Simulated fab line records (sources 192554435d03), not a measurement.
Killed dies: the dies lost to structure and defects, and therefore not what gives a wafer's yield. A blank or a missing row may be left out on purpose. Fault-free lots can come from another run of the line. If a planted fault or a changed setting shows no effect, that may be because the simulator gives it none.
fab line records	flow n5_finfet
[record] lots = 24	wafers = 72	last_day = 18
route steps=1938 shown BEOL_M14@1747 BEOL_M15@1789 MIM_BOT@1832
lots that met no fault: taken from a fault-free run of the same line
start_h: hours from the record's opening day to when the first of the lot's shown wafers began	wait_h: hours since the lot's step before	" same as the row above	L1.1+2: a single row standing in for several wafers	- no value present, or no start provided	* or withheld: withheld	< > ~ a bound
route shown NAME@n: NAME is a module with steps in the file, n the number in the route of the first one	usual: mean/standard deviation taken from wafers without a fault	same: alike in all rows	chamber/n: place in a boat	sites: per-site readings	_std_site: the standard deviation of these	_edge_site: outer sites' mean less inner sites'	radius_mm: for every site, how far away it sits from the centre of the wafer	mask NAME#n: copy n	behind: the most recent tool/chamber to have shaped the wafer	hold: what put the lot on hold/how long, in hours/how the hold closed	device: the n, p or np transistor that did not switch	end of line: at the end of the route, the tests of the same wafers	a step given without rows: its recipe and nothing more	killed: count of dies lost to structure and defects at first sort (not the wafer's yield)	map: a wafer's dies, marking killed ones x, the rest . and places with no die _
set.NAME: the setting as run; set.NAME@STEP: as run at that earlier step	model.NAME: the simulator's own value behind a step, which no gauge read
steps of the route over a sample of lots; a table a step, a row a wafer
services: a tool's chamber out of use, with start hour (start_h, from the record's first day; less than 0 if before it), hours out, and reason
[[steps]]
[step N5_BEOL_M14_OVL_MEAS_29]
[recipe] points_per_wafer = 44
[usual] M14_OVL = -2/4.2
lot.wafer	tool	chamber	start_h	wait_h	M14_OVL[nm]
L075.2	overlay-02	0	252.73	0.0	4
L075.4	"	0	"	"	4
L075.5	"	0	"	"	4
L076.1	overlay-02	0	258.64	0.0	-4
L076.4	"	0	"	"	1
L076.5	"	0	"	"	-8
L074.2	overlay-02	0	261.76	0.0	-2
L074.3	"	0	"	"	-4
L074.6	"	0	"	"	-7
L077.3	overlay-02	0	268.30	0.0	0
L077.5	"	0	"	"	6
L077.6	"	0	"	"	2
L079.2	overlay-02	0	293.42	0.0	0
L079.3	"	0	"	"	-8
L079.6	"	0	"	"	-9
L078.1	overlay-02	0	293.46	0.0	-2
L078.2	"	0	"	"	-1
L078.5	"	0	"	"	-1
L082.3	overlay-02	0	295.67	0.0	-12
L082.5	"	0	"	"	-11
L082.6	"	0	"	"	-3
L081.1	overlay-02	0	299.45	0.0	-1
L081.3	"	0	"	"	4
L081.6	"	0	"	"	-3
L080.2	overlay-02	0	300.14	0.0	-2
L080.3	"	0	"	"	-4
L080.5	"	0	"	"	-1
L083.1	overlay-01	0	309.21	0.0	-4
L083.2	"	0	"	"	-2
L083.6	"	0	"	"	-3
L085.1	overlay-02	0	312.81	0.0	-7
L085.3	"	0	"	"	-3
L085.6	"	0	"	"	1
L084.1	overlay-02	0	317.81	0.0	0
L084.4	"	0	"	"	0
L084.5	"	0	"	"	0
L086.3	overlay-02	0	329.82	0.0	-1
L086.4	"	0	"	"	-4
L086.5	"	0	"	"	-2
L087.2	overlay-01	0	335.92	0.0	2
L087.3	"	0	"	"	2
L087.5	"	0	"	"	-4
L088.3	overlay-01	0	336.43	0.0	-4
L088.5	"	0	"	"	4
L088.6	"	0	"	"	1
L089.1	overlay-01	0	342.52	0.0	-2
L089.2	"	0	"	"	-8
L089.3	"	0	"	"	-7
L090.2	overlay-02	0	351.30	0.0	-4
L090.3	"	0	"	"	1
L090.4	"	0	"	"	-5
L091.1	overlay-02	0	353.57	0.0	-2
L091.2	"	0	"	"	-6
L091.4	"	0	"	"	-7
L092.1	overlay-02	0	356.10	0.0	-2
L092.2	"	0	"	"	-2
L092.3	"	0	"	"	-2
L095.2	overlay-02	0	372.43	0.0	-2
L095.3	"	0	"	"	-4
L095.6	"	0	"	"	-3
L093.1	overlay-02	0	379.90	0.0	-2
L093.3	"	0	"	"	-6
L093.5	"	0	"	"	-2
L096.1	overlay-01	0	385.21	0.0	5
L096.3	"	0	"	"	6
L096.4	"	0	"	"	2
L094.1	overlay-01	0	385.98	0.0	-1
L094.4	"	0	"	"	2
L094.5	"	0	"	"	-8
L097.3	overlay-02	0	400.98	0.0	2
L097.5	"	0	"	"	-3
L097.6	"	0	"	"	-5
[step N5_BEOL_M14_SPUTTER_43]
[recipe] material = TaN	target_thk_a = 150	temp_c = 50	bias_v = 168.6	power_w = 15000	chamber_pressure_pa = 0.12	time_s = 24.19
[usual] substrate_temp_c = 50.02/0.12	throttle_valve_pct = 29.3/1.1
lot.wafer	tool	chamber	start_h	wait_h	substrate_temp_c	throttle_valve_pct
L075.2	pvd_sputter-03	-	255.89	0.0	50.27	29.3
L075.4	"	-	"	"	49.83	30.0
L075.5	"	-	"	"	49.91	30.4
L076.1	pvd_sputter-01	-	259.93	0.0	49.98	29.5
L076.4	"	-	"	"	50.08	29.9
L076.5	"	-	"	"	49.87	30.5
L074.2	pvd_sputter-02	-	264.77	0.0	50.11	30.8
L074.3	"	-	"	"	50.05	29.8
L074.6	"	-	"	"	50.19	28.2
L077.3	pvd_sputter-01	-	274.30	0.0	49.78	27.1
L077.5	"	-	"	"	49.95	30.4
L077.6	"	-	"	"	50.06	29.4
L079.2	pvd_sputter-01	-	296.65	0.0	49.91	29.6
L079.3	"	-	"	"	49.86	30.3
L079.6	"	-	"	"	50.01	29.5
L078.1	pvd_sputter-03	-	297.16	0.0	49.79	29.6
L078.2	"	-	"	"	49.96	27.2
L078.5	"	-	"	"	50.08	29.0
L082.3	pvd_sputter-03	-	297.52	0.0	49.94	29.2
L082.5	"	-	"	"	49.98	29.7
L082.6	"	-	"	"	49.97	27.3
L081.1	pvd_sputter-03	-	304.46	0.0	50.12	27.3
L081.3	"	-	"	"	49.95	29.2
L081.6	"	-	"	"	50.03	30.5
L080.2	pvd_sputter-03	-	306.36	0.0	49.93	29.9
L080.3	"	-	"	"	49.99	27.3
L080.5	"	-	"	"	50.03	29.3
L083.1	pvd_sputter-03	-	310.54	0.0	50.07	29.2
L083.2	"	-	"	"	50.00	30.5
L083.6	"	-	"	"	50.06	29.5
L085.1	pvd_sputter-03	-	315.25	0.0	49.90	29.5
L085.3	"	-	"	"	49.76	30.2
L085.6	"	-	"	"	50.10	29.5
L084.1	pvd_sputter-03	-	320.53	0.0	49.98	29.7
L084.4	"	-	"	"	50.14	29.2
L084.5	"	-	"	"	49.79	29.8
L086.3	pvd_sputter-03	-	332.76	0.0	50.13	30.2
L086.4	"	-	"	"	50.23	29.3
L086.5	"	-	"	"	50.19	30.3
L087.2	pvd_sputter-01	-	340.90	0.0	49.91	29.6
L087.3	"	-	"	"	49.92	30.2
L087.5	"	-	"	"	49.96	29.4
L088.3	pvd_sputter-02	-	341.69	0.0	49.95	30.4
L088.5	"	-	"	"	50.06	28.0
L088.6	"	-	"	"	50.06	30.6
L089.1	pvd_sputter-02	-	344.53	0.0	50.19	27.8
L089.2	"	-	"	"	49.99	30.9
L089.3	"	-	"	"	50.03	29.8
L090.2	pvd_sputter-03	-	354.86	0.0	50.36	27.5
L090.3	"	-	"	"	50.26	29.9
L090.4	"	-	"	"	50.22	30.3
L091.1	pvd_sputter-01	-	355.45	0.0	49.94	27.1
L091.2	"	-	"	"	50.11	30.3
L091.4	"	-	"	"	49.94	29.2
L092.1	pvd_sputter-02	-	361.01	0.0	49.71	30.2
L092.2	"	-	"	"	49.86	30.7
L092.3	"	-	"	"	50.03	28.0
L095.2	pvd_sputter-02	-	376.44	0.0	49.94	27.9
L095.3	"	-	"	"	49.97	30.5
L095.6	"	-	"	"	50.10	30.8
L093.1	pvd_sputter-01	-	383.56	0.0	49.96	29.7
L093.3	"	-	"	"	50.05	27.3
L093.5	"	-	"	"	50.06	30.1
L096.1	pvd_sputter-03	-	386.53	0.0	49.99	29.7
L096.3	"	-	"	"	49.89	30.4
L096.4	"	-	"	"	50.00	27.4
L094.1	pvd_sputter-03	-	387.17	0.0	50.07	29.5
L094.4	"	-	"	"	50.07	29.1
L094.5	"	-	"	"	50.12	27.6
L097.3	pvd_sputter-01	-	403.65	0.0	50.06	29.4
L097.5	"	-	"	"	49.97	27.2
L097.6	"	-	"	"	50.04	29.5
[step N5_BEOL_M15_STRIP_63]
[recipe] chemistry = O2	power_w = 600	temp_c = 60	pressure_mtorr = 30	rf_frequency_hz = 6e+07	bias_power_w = 0	overash_fraction = 0.3	o2_flow_sccm = 225
[usual] drypump_motor_current_A = 5.38/0.26	oes_product_au = 0.81/0.096	rf_vpp_V = 3.7/0.82	showerhead_plenum_p_Torr = 2.10/0.046	throttle_valve_pct = 16.61/0.23
lot.wafer	tool	chamber	start_h	wait_h	drypump_motor_current_A	oes_product_au	rf_hours_counter_h	rf_vpp_V	showerhead_plenum_p_Torr	throttle_valve_pct
L075.2	rie_diel-05	2	-	-	5.69	0.87	30	4.8	2.13	16.32
L075.4	"	3	"	"	5.31	0.71	185	3.8	2.08	16.76
L075.5	"	0	"	"	5.03	0.96	-	4.1	2.12	16.49
L076.1	rie_diel-06	2	-	-	5.88	0.72	212	3.8	2.08	17.07
L076.4	"	1	"	"	5.44	0.91	21	3.6	2.13	16.38
L076.5	"	1	"	"	5.48	0.92	-	2.7	2.13	16.37
L074.2	rie_diel-06	2	-	-	5.91	0.73	214	4.1	2.08	17.08
L074.3	"	0	"	"	5.10	0.72	178	2.5	2.18	16.70
L074.6	"	1	"	"	5.44	0.90	-	3.6	2.13	16.39
L077.3	rie_diel-03	2	-	-	5.23	0.95	3	4.1	2.07	16.44
L077.5	"	2	"	"	5.25	0.96	-	2.9	2.07	16.47
L077.6	"	1	"	"	5.27	0.78	-	3.0	2.21	16.64
L079.2	rie_diel-03	2	-	-	5.26	0.94	10	2.8	2.07	16.48
L079.3	"	3	"	"	5.14	0.92	17	4.3	2.12	16.48
L079.6	"	3	"	"	5.11	0.93	-	4.6	2.12	16.46
L078.1	rie_diel-03	3	-	-	5.15	0.92	18	4.2	2.12	16.44
L078.2	"	0	"	"	5.95	0.69	230	4.1	2.07	16.54
L078.5	"	2	"	"	5.29	0.93	-	3.4	2.07	16.47
L082.3	rie_diel-05	3	-	-	5.32	0.71	197	3.4	2.07	16.79
L082.5	"	0	"	"	5.05	0.93	-	3.6	2.12	16.51
L082.6	"	3	"	"	5.32	0.70	-	2.1	2.07	16.79
L081.1	rie_diel-05	3	-	-	5.30	0.71	201	2.8	2.07	16.81
L081.3	"	3	"	"	5.31	0.70	-	3.1	2.07	16.79
L081.6	"	3	"	"	5.30	0.71	-	3.9	2.07	16.80
L080.2	rie_diel-06	2	-	-	5.89	0.72	225	4.2	2.08	17.13
L080.3	"	1	"	"	5.46	0.90	34	3.0	2.13	16.40
L080.5	"	0	"	"	5.11	0.72	-	4.0	2.18	16.70
L083.1	rie_diel-05	0	-	-	5.02	0.93	29	3.9	2.12	16.53
L083.2	"	3	"	"	5.33	0.70	204	2.7	2.07	16.77
L083.6	"	0	"	"	5.03	0.93	-	2.7	2.12	16.54
L085.1	rie_diel-05	0	-	-	5.05	0.93	31	3.7	2.12	16.56
L085.3	"	3	"	"	5.31	0.70	206	3.4	2.07	16.82
L085.6	"	1	"	"	5.47	0.86	-	3.7	2.04	16.31
L084.1	rie_diel-05	2	-	-	5.65	0.87	43	3.8	2.13	16.36
L084.4	"	0	"	"	5.04	0.91	33	3.6	2.12	16.54
L084.5	"	2	"	"	5.68	0.88	-	4.1	2.13	16.37
L086.3	rie_diel-03	1	-	-	5.27	0.76	109	4.5	2.20	16.68
L086.4	"	0	"	"	5.95	0.68	242	3.9	2.06	16.55
L086.5	"	1	"	"	5.27	0.76	-	3.8	2.20	16.70
L087.2	rie_diel-05	2	-	-	5.70	0.87	49	2.8	2.13	16.39
L087.3	"	0	"	"	5.04	0.93	39	3.5	2.11	16.54
L087.5	"	2	"	"	5.68	0.86	-	3.1	2.13	16.34
L088.3	rie_diel-05	1	-	-	5.45	0.85	79	3.4	2.04	16.35
L088.5	"	1	"	"	5.46	0.85	-	4.3	2.04	16.36
L088.6	"	2	"	"	5.69	0.86	-	4.8	2.13	16.37
L089.1	rie_diel-06	3	-	-	5.36	0.67	217	3.4	2.08	16.96
L089.2	"	1	"	"	5.43	0.88	45	2.9	2.12	16.43
L089.3	"	0	"	"	5.10	0.70	196	3.4	2.18	16.74
L090.2	rie_diel-03	2	-	-	5.29	0.89	29	1.8	2.06	16.50
L090.3	"	3	"	"	5.14	0.88	35	4.9	2.12	16.53
L090.4	"	0	"	"	5.94	0.67	249	4.7	2.06	16.57
L091.1	rie_diel-06	0	-	-	5.06	0.69	200	4.1	2.18	16.74
L091.2	"	1	"	"	5.41	0.86	48	3.3	2.12	16.41
L091.4	"	2	"	"	5.89	0.71	240	4.0	2.07	17.13
L092.1	rie_diel-03	2	-	-	5.23	0.87	31	3.7	2.06	16.52
L092.2	"	1	"	"	5.28	0.76	118	2.3	2.20	16.72
L092.3	"	3	"	"	5.14	0.89	37	5.0	2.11	16.51
L095.2	rie_diel-05	2	-	-	5.69	0.84	60	2.4	2.12	16.37
L095.3	"	0	"	"	5.01	0.90	51	3.4	2.11	16.57
L095.6	"	0	"	"	5.04	0.90	-	2.7	2.11	16.54
L093.1	rie_diel-06	2	-	-	5.90	0.71	248	2.6	2.07	17.13
L093.3	"	1	"	"	5.44	0.85	56	2.8	2.12	16.43
L093.5	"	2	"	"	5.92	0.70	-	3.7	2.07	17.12
L096.1	rie_diel-05	1	-	-	5.46	0.84	89	3.2	2.03	16.35
L096.3	"	0	"	"	5.01	0.89	54	4.4	2.11	16.57
L096.4	"	2	"	"	5.69	0.84	63	4.5	2.12	16.38
L094.1	rie_diel-06	2	-	-	5.89	0.70	250	3.6	2.07	17.13
L094.4	"	3	"	"	5.29	0.65	231	3.6	2.07	16.98
L094.5	"	1	"	"	5.46	0.85	-	3.8	2.12	16.46
L097.3	rie_diel-05	1	-	-	5.44	0.82	93	2.5	2.03	16.36
L097.5	"	3	"	"	5.31	0.68	-	4.0	2.06	16.83
L097.6	"	2	"	"	5.70	0.84	-	4.1	2.12	16.40
[step N5_BEOL_M15_TRENCH_ETCH_34]
[recipe] chemistry = C4F8/O2/Ar	target = SiO2	target_depth_a = 8729.3	he_inner_torr = 15	he_outer_torr = 30	time_s = 199	ion_energy_ev = 800	pressure_mtorr = 20	source_w = 1905	bias_w = 2040	Ar_flow_sccm = 400	C4F8_flow_sccm = 16	O2_flow_sccm = 12
[usual] drypump_motor_current_A = 5.40/0.28	oes_product_au = 0.79/0.096	rf_vpp_V = 2237/29	showerhead_plenum_p_Torr = 3.46/0.086	throttle_valve_pct = 30.89/0.24
lot.wafer	tool	chamber	start_h	wait_h	drypump_motor_current_A	oes_product_au	rf_hours_counter_h	rf_vpp_V	showerhead_plenum_p_Torr	throttle_valve_pct
L075.2	rie_diel-06	0	259.37	0.0	5.10	0.72	176	2256	3.56	30.79
L075.4	"	1	"	"	5.43	0.91	20	2220	3.52	30.77
L075.5	"	3	"	"	5.35	0.70	-	2279	3.42	31.15
L076.1	rie_diel-06	3	265.02	0.0	5.28	0.69	193	2280	3.42	31.16
L076.4	"	1	"	"	5.49	0.90	22	2219	3.52	30.77
L076.5	"	2	"	"	5.93	0.73	-	2220	3.40	31.19
L074.2	rie_diel-03	0	268.46	0.0	5.95	0.68	221	2227	3.39	30.43
L074.3	"	2	"	"	5.30	0.97	1	2205	3.38	30.67
L074.6	"	1	"	"	5.30	0.78	-	2225	3.63	31.10
L077.3	rie_diel-05	2	277.87	0.0	5.70	0.89	35	2198	3.53	30.95
L077.5	"	1	"	"	5.47	0.86	-	2219	3.35	30.48
L077.6	"	0	"	"	5.02	0.93	-	2200	3.51	30.94
L079.2	rie_diel-03	3	300.41	0.0	5.15	0.92	18	2293	3.50	30.82
L079.3	"	0	"	"	5.96	0.68	230	2226	3.38	30.43
L079.6	"	3	"	"	5.15	0.92	-	2293	3.50	30.82
L078.1	rie_diel-06	1	300.95	0.0	5.46	0.88	33	2219	3.52	30.78
L078.2	"	2	"	"	5.90	0.71	224	2216	3.39	31.21
L078.5	"	0	"	"	5.10	0.71	-	2255	3.56	30.80
L082.3	rie_diel-06	2	301.89	0.0	5.91	0.72	224	2216	3.39	31.21
L082.5	"	3	"	"	5.29	0.69	-	2280	3.41	31.16
L082.6	"	2	"	"	5.91	0.72	-	2217	3.39	31.21
L081.1	rie_diel-05	3	308.64	0.1	5.33	0.71	202	2236	3.41	30.99
L081.3	"	3	"	"	5.32	0.71	-	2236	3.41	31.00
L081.6	"	3	"	"	5.33	0.71	-	2235	3.41	31.00
L080.2	rie_diel-06	1	309.81	0.0	5.45	0.87	35	2218	3.52	30.80
L080.3	"	3	"	"	5.36	0.68	207	2279	3.41	31.17
L080.5	"	0	"	"	5.10	0.71	-	2254	3.56	30.79
L083.1	rie_diel-03	1	314.51	0.0	5.28	0.77	102	2225	3.63	31.13
L083.2	"	2	"	"	5.29	0.91	15	2204	3.37	30.72
L083.6	"	2	"	"	5.25	0.91	-	2203	3.37	30.70
L085.1	rie_diel-03	1	318.77	0.0	5.30	0.77	104	2225	3.63	31.11
L085.3	"	2	"	"	5.27	0.91	17	2204	3.37	30.69
L085.6	"	0	"	"	5.94	0.68	-	2225	3.38	30.45
L084.1	rie_diel-03	3	324.43	0.0	5.13	0.91	25	2294	3.49	30.83
L084.4	"	1	"	"	5.29	0.78	106	2223	3.62	31.12
L084.5	"	0	"	"	5.97	0.68	-	2225	3.38	30.45
L086.3	rie_diel-06	2	337.71	0.0	5.94	0.71	233	2218	3.39	31.22
L086.4	"	1	"	"	5.47	0.87	42	2219	3.51	30.79
L086.5	"	3	"	"	5.31	0.69	-	2279	3.40	31.16
L087.2	rie_diel-06	1	344.67	0.0	5.49	0.86	44	2218	3.51	30.79
L087.3	"	3	"	"	5.31	0.68	217	2279	3.40	31.18
L087.5	"	2	"	"	5.89	0.71	-	2216	3.38	31.22
L088.3	rie_diel-05	0	345.61	0.0	5.04	0.90	40	2199	3.50	30.98
L088.5	"	0	"	"	5.01	0.90	-	2199	3.50	30.99
L088.6	"	1	"	"	5.43	0.84	-	2217	3.33	30.50
L089.1	rie_diel-06	3	347.99	0.0	5.34	0.69	218	2278	3.40	31.18
L089.2	"	1	"	"	5.45	0.87	46	2218	3.51	30.81
L089.3	"	2	"	"	5.90	0.71	237	2217	3.38	31.23
L090.2	rie_diel-06	0	358.77	0.0	5.07	0.70	200	2253	3.55	30.79
L090.3	"	3	"	"	5.33	0.68	221	2279	3.40	31.16
L090.4	"	2	"	"	5.90	0.70	240	2216	3.38	31.20
L091.1	rie_diel-05	2	359.49	0.0	5.69	0.88	54	2196	3.52	31.01
L091.2	"	3	"	"	5.34	0.69	218	2236	3.40	31.02
L091.4	"	0	"	"	5.03	0.90	44	2199	3.49	30.98
L092.1	rie_diel-03	2	364.88	0.0	5.27	0.87	32	2203	3.36	30.73
L092.2	"	1	"	"	5.30	0.76	119	2225	3.62	31.14
L092.3	"	3	"	"	5.17	0.88	38	2290	3.49	30.84
L095.2	rie_diel-03	1	380.14	0.0	5.29	0.75	124	2224	3.61	31.14
L095.3	"	0	"	"	5.92	1.01	1	2224	3.37	30.46
L095.6	"	0	"	"	5.92	1.00	-	2224	3.37	30.44
L093.1	rie_diel-06	0	387.21	0.0	5.11	0.70	208	2253	3.55	30.81
L093.3	"	2	"	"	5.89	0.69	248	2216	3.38	31.21
L093.5	"	3	"	"	5.32	0.66	-	2278	3.40	31.17
L096.1	rie_diel-05	2	390.11	0.0	5.68	0.87	63	2195	3.51	31.00
L096.3	"	0	"	"	5.02	0.88	54	2197	3.49	30.99
L096.4	"	1	"	"	5.48	0.82	89	2218	3.33	30.52
L094.1	rie_diel-03	1	392.15	0.0	5.30	0.75	128	2225	3.61	31.13
L094.4	"	2	"	"	5.30	0.86	41	2203	3.36	30.71
L094.5	"	0	"	"	5.94	0.97	-	2224	3.37	30.44
L097.3	rie_diel-06	1	408.45	0.0	5.44	0.84	65	2217	3.50	30.83
L097.5	"	1	"	"	5.45	0.84	-	2219	3.50	30.83
L097.6	"	0	"	"	5.11	0.69	-	2254	3.54	30.83
[step N5_BEOL_M15_STRIP_36]
[recipe] chemistry = O2	power_w = 600	temp_c = 60	pressure_mtorr = 30	rf_frequency_hz = 6e+07	bias_power_w = 0	overash_fraction = 0.3	o2_flow_sccm = 225
[usual] drypump_motor_current_A = 5.37/0.28	oes_product_au = 0.82/0.096	rf_vpp_V = 3.7/1	showerhead_plenum_p_Torr = 2.10/0.048	throttle_valve_pct = 16.57/0.22
lot.wafer	tool	chamber	start_h	wait_h	drypump_motor_current_A	oes_product_au	rf_hours_counter_h	rf_vpp_V	showerhead_plenum_p_Torr	throttle_valve_pct
L075.2	rie_diel-05	2	264.19	4.6	5.70	0.88	31	6.5	2.13	16.34
L075.4	"	3	"	"	5.30	0.71	187	4.1	2.08	16.78
L075.5	"	0	"	"	5.03	0.95	-	3.6	2.12	16.50
L076.1	rie_diel-05	1	265.26	0.0	5.41	0.89	50	3.9	2.05	16.29
L076.4	"	0	"	"	5.00	0.94	15	5.4	2.12	16.51
L076.5	"	2	"	"	5.71	0.88	-	5.7	2.13	16.34
L074.2	rie_diel-05	3	273.09	4.4	5.30	0.71	189	2.4	2.08	16.78
L074.3	"	0	"	"	5.00	0.95	17	2.8	2.12	16.48
L074.6	"	3	"	"	5.34	0.72	-	4.2	2.08	16.76
L077.3	rie_diel-06	1	278.38	0.3	5.46	0.92	25	3.2	2.13	16.38
L077.5	"	0	"	"	5.08	0.72	-	2.2	2.18	16.68
L077.6	"	3	"	"	5.31	0.70	-	3.1	2.08	16.90
L079.2	rie_diel-03	1	301.07	0.5	5.29	0.77	98	3.1	2.21	16.65
L079.3	"	2	"	"	5.25	0.92	11	3.3	2.07	16.50
L079.6	"	1	"	"	5.29	0.76	-	2.4	2.21	16.64
L078.1	rie_diel-03	2	301.32	0.2	5.25	0.92	11	2.0	2.07	16.45
L078.2	"	3	"	"	5.17	0.92	18	3.1	2.12	16.47
L078.5	"	3	"	"	5.16	0.92	-	2.9	2.12	16.48
L082.3	rie_diel-03	0	302.21	0.1	5.91	0.68	231	4.7	2.07	16.55
L082.5	"	2	"	"	5.27	0.91	-	4.7	2.07	16.49
L082.6	"	3	"	"	5.12	0.92	-	4.1	2.12	16.48
L081.1	rie_diel-05	3	309.12	0.2	5.31	0.71	202	4.3	2.07	16.83
L081.3	"	1	"	"	5.46	0.87	-	4.8	2.04	16.31
L081.6	"	3	"	"	5.31	0.70	-	5.1	2.07	16.81
L080.2	rie_diel-06	3	312.28	2.3	5.33	0.69	207	5.5	2.08	16.91
L080.3	"	2	"	"	5.90	0.72	226	4.7	2.08	17.11
L080.5	"	0	"	"	5.10	0.71	-	4.6	2.18	16.69
L083.1	rie_diel-05	3	315.42	0.7	5.32	0.70	205	4.5	2.07	16.79
L083.2	"	1	"	"	5.46	0.86	69	3.1	2.04	16.33
L083.6	"	1	"	"	5.43	0.87	-	5.3	2.04	16.33
L085.1	rie_diel-06	0	319.15	0.2	5.10	0.71	189	3.3	2.18	16.72
L085.3	"	1	"	"	5.43	0.88	37	4.2	2.12	16.39
L085.6	"	1	"	"	5.44	0.89	-	3.1	2.12	16.42
L084.1	rie_diel-06	1	324.88	0.3	5.45	0.88	38	3.0	2.12	16.42
L084.4	"	2	"	"	5.91	0.71	230	1.8	2.08	17.13
L084.5	"	3	"	"	5.30	0.67	-	2.8	2.08	16.99
L086.3	rie_diel-05	1	338.00	0.1	5.45	0.85	77	4.1	2.04	16.34
L086.4	"	3	"	"	5.31	0.70	212	3.2	2.07	16.80
L086.5	"	0	"	"	5.01	0.92	-	6.2	2.11	16.52
L087.2	rie_diel-03	3	348.03	3.2	5.17	0.89	32	3.8	2.12	16.50
L087.3	"	1	"	"	5.30	0.75	113	3.3	2.20	16.68
L087.5	"	3	"	"	5.18	0.88	-	2.2	2.12	16.50
L088.3	rie_diel-05	0	351.15	5.3	5.00	0.90	41	4.1	2.11	16.55
L088.5	"	1	"	"	5.46	0.83	-	4.0	2.04	16.34
L088.6	"	0	"	"	5.03	0.91	-	4.2	2.11	16.56
L089.1	rie_diel-03	0	351.23	3.1	5.91	0.68	247	4.6	2.06	16.56
L089.2	"	1	"	"	5.26	0.75	114	4.6	2.20	16.70
L089.3	"	3	"	"	5.15	0.89	33	3.9	2.12	16.50
L090.2	rie_diel-03	1	360.13	1.2	5.29	0.77	117	4.7	2.20	16.67
L090.3	"	0	"	"	5.92	0.69	250	3.8	2.06	16.57
L090.4	"	2	"	"	5.24	0.89	30	3.0	2.06	16.49
L091.1	rie_diel-06	1	361.46	1.8	5.45	0.87	50	5.7	2.12	16.42
L091.2	"	0	"	"	5.09	0.69	201	3.6	2.18	16.75
L091.4	"	3	"	"	5.31	0.67	222	3.1	2.07	16.99
L092.1	rie_diel-05	0	368.53	3.5	5.03	0.90	47	3.4	2.11	16.53
L092.2	"	1	"	"	5.45	0.84	86	4.6	2.04	16.35
L092.3	"	3	"	"	5.30	0.71	221	2.9	2.07	16.80
L095.2	rie_diel-03	3	381.90	1.6	5.13	0.86	44	3.6	2.11	16.52
L095.3	"	0	"	"	5.95	1.00	1	4.0	2.06	16.17
L095.6	"	2	"	"	5.24	0.85	-	4.2	2.06	16.52
L093.1	rie_diel-03	3	389.15	1.7	5.14	0.87	46	2.0	2.11	16.51
L093.3	"	2	"	"	5.28	0.86	40	4.2	2.06	16.51
L093.5	"	3	"	"	5.14	0.87	-	3.5	2.11	16.52
L096.1	rie_diel-03	3	393.50	3.2	5.12	0.85	47	3.5	2.11	16.52
L096.3	"	0	"	"	5.92	0.96	6	3.4	2.06	16.19
L096.4	"	2	"	"	5.24	0.87	41	2.8	2.05	16.51
L094.1	rie_diel-05	2	393.54	1.2	5.68	0.83	64	4.4	2.12	16.38
L094.4	"	0	"	"	5.02	0.89	55	2.1	2.11	16.57
L094.5	"	0	"	"	5.03	0.89	-	4.3	2.11	16.57
L097.3	rie_diel-03	3	409.45	0.8	5.13	0.86	52	3.4	2.11	16.52
L097.5	"	1	"	"	5.26	0.75	-	3.5	2.20	16.75
L097.6	"	2	"	"	5.29	0.86	-	4.1	2.05	16.54
[step N5_MIM_BOT_DEGAS_01]
[recipe] ambient = vacuum	temp_c = 300	time_s = 60
[usual] heater_power_w = 467/44
lot.wafer	tool	chamber	start_h	wait_h	heater_power_w
L075.2	pvd_sputter-02	-	267.79	0.4	580
L075.4	"	-	"	"	452
L075.5	"	-	"	"	581
L076.1	pvd_sputter-01	-	271.20	2.1	457
L076.4	"	-	"	"	501
L076.5	"	-	"	"	441
L074.2	pvd_sputter-01	-	277.87	1.8	437
L074.3	"	-	"	"	504
L074.6	"	-	"	"	454
L077.3	pvd_sputter-01	-	282.37	0.6	447
L077.5	"	-	"	"	486
L077.6	"	-	"	"	446
L079.2	pvd_sputter-03	-	305.54	1.2	497
L079.3	"	-	"	"	395
L079.6	"	-	"	"	490
L078.1	pvd_sputter-03	-	306.04	0.8	471
L078.2	"	-	"	"	501
L078.5	"	-	"	"	481
L082.3	pvd_sputter-03	-	308.78	2.6	486
L082.5	"	-	"	"	503
L082.6	"	-	"	"	381
L081.1	pvd_sputter-03	-	312.34	0.2	496
L081.3	"	-	"	"	391
L081.6	"	-	"	"	377
L080.2	pvd_sputter-01	-	315.44	0.3	446
L080.3	"	-	"	"	448
L080.5	"	-	"	"	446
L083.1	pvd_sputter-02	-	319.22	1.0	460
L083.2	"	-	"	"	456
L083.6	"	-	"	"	445
L085.1	pvd_sputter-03	-	324.51	2.1	497
L085.3	"	-	"	"	488
L085.6	"	-	"	"	481
L084.1	pvd_sputter-02	-	328.27	0.4	580
L084.4	"	-	"	"	451
L084.5	"	-	"	"	451
L086.3	pvd_sputter-03	-	341.44	0.4	472
L086.4	"	-	"	"	477
L086.5	"	-	"	"	478
L087.2	pvd_sputter-03	-	352.20	0.6	498
L087.3	"	-	"	"	387
L087.5	"	-	"	"	480
L088.3	pvd_sputter-03	-	355.18	0.6	391
L088.5	"	-	"	"	476
L088.6	"	-	"	"	379
L089.1	pvd_sputter-02	-	355.34	0.2	457
L089.2	"	-	"	"	495
L089.3	"	-	"	"	454
L090.2	pvd_sputter-01	-	363.77	0.7	508
L090.3	"	-	"	"	455
L090.4	"	-	"	"	455
L091.1	pvd_sputter-01	-	364.21	0.0	449
L091.2	"	-	"	"	492
L091.4	"	-	"	"	458
L092.1	pvd_sputter-01	-	372.33	0.6	449
L092.2	"	-	"	"	502
L092.3	"	-	"	"	447
L095.2	pvd_sputter-03	-	386.05	1.1	497
L095.3	"	-	"	"	496
L095.6	"	-	"	"	481
L093.1	pvd_sputter-01	-	393.64	1.2	502
L093.3	"	-	"	"	442
L093.5	"	-	"	"	458
L094.1	pvd_sputter-03	-	397.84	0.9	494
L094.4	"	-	"	"	388
L094.5	"	-	"	"	486
L096.1	pvd_sputter-03	-	398.22	0.3	497
L096.3	"	-	"	"	483
L096.4	"	-	"	"	480
L097.3	pvd_sputter-03	-	414.19	1.3	487
L097.5	"	-	"	"	479
L097.6	"	-	"	"	387
[[services]]
tool	chamber	start_h	hours	kind
pvd_sputter-02	-	239.55	2.6	repair
rie_diel-03	2	249.30	-	clean
rie_diel-03	2	249.30	-	consumable_replace:focus_ring
rie_diel-03	2	249.30	16.8	scheduled_down
rie_diel-03	2	249.30	16.8	vent_cycle
rie_diel-03	-	252.99	2.8	pm
rie_diel-03	3	257.10	10.3	repair
rie_diel-03	0	275.51	4.4	repair
rie_diel-03	-	281.98	0.1	repair
rie_diel-06	0	287.29	12.3	repair
rie_diel-05	2	295.07	17.0	repair
pvd_sputter-01	-	306.96	5.3	repair
rie_diel-05	2	316.07	4.0	repair
rie_diel-03	3	317.28	3.7	repair
pvd_sputter-01	-	347.23	7.8	repair
rie_diel-03	0	360.38	-	clean
rie_diel-03	0	360.38	-	consumable_replace:focus_ring
rie_diel-03	0	360.38	16.6	scheduled_down
rie_diel-03	0	360.38	16.6	vent_cycle
pvd_sputter-01	-	365.53	1.5	repair
rie_diel-05	1	370.48	4.3	repair
rie_diel-05	1	375.69	6.9	repair
rie_diel-06	2	392.42	-	clean
rie_diel-06	2	392.42	-	consumable_replace:focus_ring
[[key]]
fault none
